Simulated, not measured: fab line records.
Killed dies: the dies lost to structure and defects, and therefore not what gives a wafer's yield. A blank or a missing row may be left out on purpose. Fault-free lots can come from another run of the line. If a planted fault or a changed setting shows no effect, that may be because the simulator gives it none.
A lot that was struck, set against a sound lot ; flow nand-harc ; 14 out of 1302 route steps
Sound: wafers L896.1, L896.4, L896.5. Struck: wafer L913.5 (left out: L913.3, L913.6 of the same lot, which were not struck); the cause appears at the end.
Each step with rows lists, per side, the tool, then ch with its chambers, then its first start. Under that, the readings that differ: sound wafers ; struck wafers ; difference of the means ; sigmas: that difference in standard deviations of wafers without a fault.
alike: words and numbers the same on both sides, and readings whose means are apart by under 2 such deviations; not compared: readings that were withheld, readings missing a value for some wafer, numbers with overlapping values and no deviation given by the record, and bounds like >300 which may hide the same value.
Wherever a step has rows on one side only, a row that says differs or no value, or a row with sigmas, the two part there. Numbers that don't overlap but have no deviation are shown without sigmas and don't part them. A reading that every wafer of one side lacks parts them only if that side has two wafers or more.

first, 4 steps without rows for these wafers: NHARC_P_BONDPAD_EBR_05; NHARC_P_BONDPAD_EXPOSE_06 (exposes mask P BPAD); NHARC_P_BONDPAD_PEB_07 (peb time 80 s); NHARC_P_BONDPAD_DEVELOP_08 (time 50 s).
NHARC_P_BONDPAD_CD_MEAS_09 targets a cd of 500 nm.
  sound on cd-sem-02 ch 0, day 7 16:04; struck on cd-sem-01 ch 0, day 14 23:28
  alike: cd-nm
NHARC_P_BONDPAD_OVL_MEAS_38:
  sound on overlay-02 at day 7 16:09; struck on overlay-01 at day 14 23:33
  alike: overlay-x-nm, overlay-y-nm
then, 1 step without rows for these wafers: NHARC_P_BONDPAD_HARDBAKE_10 (time 65 s).
NHARC_P_BONDPAD_DESCUM_11: chemistry O2, time 3 s.
  sound on rie-diel-10 ch 0,2,3, day 7 16:18; struck on rie-diel-10 ch 1, day 14 23:41
  alike: drypump-motor-current-A, oes-product-au, rf-vpp-V, showerhead-plenum-p-Torr, throttle-valve-pct
  not compared: rf-hours-counter-h
NHARC_P_BONDPAD_ETCH_37: etches the open film in N2/H2, target depth 60 nm, overetch 18 nm, time 65.91 s.
  sound on rie-diel-10 ch 0,2,3, day 7 16:23; struck on rie-diel-10 ch 1, day 14 23:46
  alike: drypump-motor-current-A, oes-product-au, rf-vpp-V, showerhead-plenum-p-Torr, throttle-valve-pct
  not compared: rf-hours-counter-h
NHARC_P_BONDPAD_ETCH_12: etches the open film in CHF3/O2, target depth 200 nm, time 100 s.
  sound on rie-diel-10 ch 0,3; struck on rie-diel-10 ch 1
reading;sound;struck;difference;sigmas
throttle-valve-pct (%);20.572 20.593 20.567;20.556;-0.021;-2
  alike: drypump-motor-current-A, oes-product-au, rf-vpp-V, showerhead-plenum-p-Torr
  not compared: rf-hours-counter-h
NHARC_P_BONDPAD_CD_MEAS_13:
  sound on cd-sem-03 at day 7 16:35; struck on cd-sem-03 at day 14 23:59
  alike: cd-nm
NHARC_P_BONDPAD_STRIP_15: strips in O2.
  sound on rie-diel-09 ch 0,2, day 7 16:41; struck on rie-diel-09 ch 2, day 15 00:07
  alike: drypump-motor-current-A, oes-product-au, rf-vpp-V, showerhead-plenum-p-Torr, throttle-valve-pct
  not compared: rf-hours-counter-h
NHARC_P_BONDPAD_ETCH_24: etches the open film in CF4/N2, target depth 30 nm, time 72.99 s.
  sound on rie-diel-09 ch 0,1,3, day 7 16:49; struck on rie-diel-09 ch 2, day 15 00:14
reading;sound;struck;difference;sigmas
oes-product-au (a.u.);1.004 1.002 1.008;0.810;-0.195;-25
  alike: drypump-motor-current-A, rf-vpp-V, showerhead-plenum-p-Torr, throttle-valve-pct
  not compared: rf-hours-counter-h
then, 1 step without rows for these wafers: NHARC_P_BONDPAD_STRIP_16 (strips in post etch residue remover, time 600 s).

== WHERE THEY PART ==
Last at NHARC_P_BONDPAD_ETCH_24 as far as this record goes, first at NHARC_P_BONDPAD_ETCH_12.

WHY: the cause the simulator had injected
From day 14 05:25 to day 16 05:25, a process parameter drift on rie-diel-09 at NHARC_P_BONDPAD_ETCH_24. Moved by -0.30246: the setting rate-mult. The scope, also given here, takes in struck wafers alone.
